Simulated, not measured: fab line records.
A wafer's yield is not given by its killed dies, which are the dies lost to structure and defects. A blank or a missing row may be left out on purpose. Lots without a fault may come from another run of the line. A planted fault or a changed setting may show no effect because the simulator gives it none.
Chamber matching | flow n5Finfet | N5_BEOL_M1_ILD_DEP_00 on pecvd-01: 3 sister chambers
The step deposits SiOC from DEMS/O2, target thk 79 nm, time 15.3 s. 6 wafers are shown with their chamber, then 10 later ones without.

WAFERS WITH THEIR CHAMBER
wafer  | chamber | heaterPowerW (W) | throttleValvePct (%)
L083.1 | 1       | 430              | 12.0
L086.1 | 0       | 494              | 11.3
L086.4 | 0       | 496              | 11.3
L086.5 | 2       | 705              | 11.0
L091.1 | 1       | 366              | 12.1
L091.4 | 2       | 683              | 11.3

WAFERS WITH NO CHAMBER GIVEN
wafer  | heaterPowerW (W) | throttleValvePct (%)
L091.6 | 695              | 11.4
L093.1 | 372              | 12.1
L093.3 | 503              | 11.5
L093.5 | 699              | 11.5
L096.3 | 569              | 11.3
L096.4 | 404              | 12.3
L096.5 | 561              | 11.3
L097.1 | 415              | 12.0
L097.3 | 727              | 11.3
L097.4 | 516              | 11.0

CHAMBER TAKEN BY EACH
wafer  | from the rows above     | in truth
L091.6 | 2                       | 2
L093.1 | 1                       | 1
L093.3 | 0                       | 0
L093.5 | 2                       | 2
L096.3 | can't be placed: 0 or 2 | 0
L096.4 | 1                       | 1
L096.5 | 0                       | 0
L097.1 | 1                       | 1
L097.3 | 2                       | 2
L097.4 | 0                       | 0
Placed correctly: 9 of 10. Unplaceable from these rows: 1, with the true chamber sitting among the candidates in 1. Wrongly placed: 0.
How it was worked out, from the rows above alone: a wafer's distance from a chamber is the root of the sum, over the readings, of the square of ((its reading less the chamber's mean) divided by the reading's scatter). If the next closest chamber is less than 2 further off than the closest, the wafer can't be placed; otherwise it belongs to the closest. The mean given for a chamber averages the wafers shown for that chamber. The scatter: take each reading less its chamber's mean, square it, sum over the shown wafers, divide by the number of wafers less the number of chambers, and take the root.
